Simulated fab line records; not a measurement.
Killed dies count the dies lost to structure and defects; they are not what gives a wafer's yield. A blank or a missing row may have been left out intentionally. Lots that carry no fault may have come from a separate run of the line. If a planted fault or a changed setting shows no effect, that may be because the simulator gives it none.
Matching of chambers + flow nand_harc + NHARC_A_BONDPAD_STRIP_15 on rie_diel-13: 4 sister chambers
The step strips in O2. 14 wafers are shown with their chamber, then 7 later ones without.

EACH WAFER AND ITS CHAMBER
| wafer  | chamber | showerhead_plenum_p_Torr (Torr) | drypump_motor_current_A (A) | oes_product_au (a.u.) |
|--------|---------|---------------------------------|-----------------------------|-----------------------|
| L479.1 | 0       | 3.32                            | 4.8                         | 1.010                 |
| L479.4 | 1       | 3.30                            | 6.1                         | 1.015                 |
| L479.5 | 0       | 3.32                            | 4.8                         | 1.005                 |
| L482.2 | 1       | 3.30                            | 6.0                         | 1.016                 |
| L482.3 | 0       | 3.32                            | 4.8                         | 1.003                 |
| L482.4 | 3       | 3.33                            | 5.4                         | 1.000                 |
| L481.1 | 2       | 3.74                            | 5.5                         | 1.009                 |
| L481.3 | 0       | 3.32                            | 4.8                         | 0.993                 |
| L481.4 | 3       | 3.33                            | 5.3                         | 0.997                 |
| L484.1 | 3       | 3.32                            | 5.3                         | 1.004                 |
| L484.4 | 2       | 3.74                            | 5.5                         | 1.012                 |
| L484.6 | 2       | 3.74                            | 5.5                         | 1.004                 |
| L485.3 | 0       | 3.32                            | 4.8                         | 1.008                 |
| L485.4 | 3       | 3.32                            | 5.3                         | 1.006                 |

SIGNATURES (averages over the wafers above)
| reading                  | chamber 0 | chamber 1 | chamber 2 | chamber 3 | scatter within a chamber |
|--------------------------|-----------|-----------|-----------|-----------|--------------------------|
| showerhead_plenum_p_Torr | 3.3200    | 3.3000    | 3.7400    | 3.3250    | 0.00316                  |
| drypump_motor_current_A  | 4.800     | 6.050     | 5.500     | 5.325     | 0.0354                   |
| oes_product_au           | 1.00380   | 1.01550   | 1.00833   | 1.00175   | 0.00507                  |
Rule: for each reading, subtract the chamber's mean from the wafer's reading, divide by that reading's scatter and square the result; add these up over the readings and take the root, which gives the wafer's distance from the chamber. The wafer belongs to the nearest chamber; if the next one is less than 2 further off, it can't be placed. How the scatter is found: for the shown wafers, subtract from each reading the mean of its chamber, square and add these, divide the total by (wafers less chambers), then take the root.

WAFERS WHOSE CHAMBER IS MISSING
| wafer  | showerhead_plenum_p_Torr (Torr) | drypump_motor_current_A (A) | oes_product_au (a.u.) |
|--------|---------------------------------|-----------------------------|-----------------------|
| L485.6 | 3.74                            | 5.5                         | 1.011                 |
| L487.1 | 3.32                            | 5.3                         | 1.005                 |
| L487.4 | 3.30                            | 6.0                         | 1.016                 |
| L487.5 | 3.32                            | 5.3                         | 1.007                 |
| L496.2 | 3.32                            | 5.3                         | 0.968                 |
| L496.3 | 3.74                            | 5.5                         | 0.997                 |
| L496.5 | 3.32                            | 5.3                         | 0.971                 |

WHICH CHAMBER EACH ONE RAN IN
| wafer  | from the rows above | in truth |
|--------|---------------------|----------|
| L485.6 | 2                   | 2        |
| L487.1 | 3                   | 3        |
| L487.4 | 1                   | 1        |
| L487.5 | 3                   | 3        |
| L496.2 | 3                   | 3        |
| L496.3 | 2                   | 2        |
| L496.5 | 3                   | 3        |
Correct placement for 7 of the 7. Can't be placed from these rows: 0. Placed wrongly: 0.
